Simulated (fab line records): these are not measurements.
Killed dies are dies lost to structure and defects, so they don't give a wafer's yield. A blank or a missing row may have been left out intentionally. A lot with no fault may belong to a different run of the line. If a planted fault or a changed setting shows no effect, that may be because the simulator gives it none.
Matching of chambers | flow nand-harc | NHARC_P_ZERO_WELL_DESCUM_54 on rie-diel-06 has 4 sister chambers
The step chemistry O2, time 3 s. 14 wafers are shown with their chamber, then 7 later ones without.

== WAFERS PAIRED WITH THEIR CHAMBERS ==
wafer  | chamber | showerhead-plenum-p-Torr (Torr) | throttle-valve-pct (%) | rf-vpp-V (V)
L775.3 | 3       | 1.87                            | 11.313                 | 56.8
L775.4 | 1       | 2.00                            | 11.310                 | 58.7
L775.5 | 2       | 1.96                            | 11.318                 | 58.8
L776.1 | 1       | 2.00                            | 11.305                 | 57.6
L776.2 | 0       | 1.92                            | 11.305                 | 59.1
L776.4 | 3       | 1.87                            | 11.312                 | 57.1
L778.3 | 2       | 1.96                            | 11.315                 | 58.2
L778.5 | 0       | 1.92                            | 11.297                 | 57.0
L778.6 | 3       | 1.87                            | 11.318                 | 58.4
L779.1 | 0       | 1.91                            | 11.305                 | 59.5
L779.3 | 2       | 1.96                            | 11.300                 | 57.8
L779.5 | 3       | 1.87                            | 11.309                 | 57.8
L780.4 | 1       | 2.00                            | 11.298                 | 58.5
L780.5 | 3       | 1.87                            | 11.329                 | 56.4

SIGNATURES (means of the wafers above)
reading                  | chamber 0 | chamber 1 | chamber 2 | chamber 3 | scatter within a chamber
showerhead-plenum-p-Torr | 1.9167    | 2.0000    | 1.9600    | 1.8700    | 0.00258
throttle-valve-pct       | 11.30233  | 11.30433  | 11.31100  | 11.31620  | 0.0074
rf-vpp-V                 | 58.533    | 58.267    | 58.267    | 57.300    | 0.858
Rule: for each reading, subtract the chamber's mean from the wafer's reading, divide by that reading's scatter and square the result; add these up over the readings and take the root, which gives the wafer's distance from the chamber. The wafer belongs to the nearest chamber; if the next one is less than 2 further off, it can't be placed. The scatter: the root of (the sum of the squares of (reading less its chamber's mean) over the shown wafers, divided by (wafers less chambers)).

== WAFERS WHOSE CHAMBER IS MISSING ==
wafer  | showerhead-plenum-p-Torr (Torr) | throttle-valve-pct (%) | rf-vpp-V (V)
L780.6 | 1.91                            | 11.315                 | 57.2
L782.4 | 1.96                            | 11.314                 | 58.1
L782.5 | 1.96                            | 11.320                 | 57.8
L782.6 | 1.86                            | 11.313                 | 57.9
L785.2 | 1.91                            | 11.304                 | 57.7
L785.3 | 1.86                            | 11.308                 | 57.7
L785.4 | 1.96                            | 11.318                 | 57.3

== CHAMBER TAKEN BY EACH ==
wafer  | from the rows above | in truth
L780.6 | 0                   | 0
L782.4 | 2                   | 2
L782.5 | 2                   | 2
L782.6 | 3                   | 3
L785.2 | 0                   | 0
L785.3 | 3                   | 3
L785.4 | 2                   | 2
Placed correctly: 7 of 7. Not placeable from these rows: 0. Wrongly placed: 0.
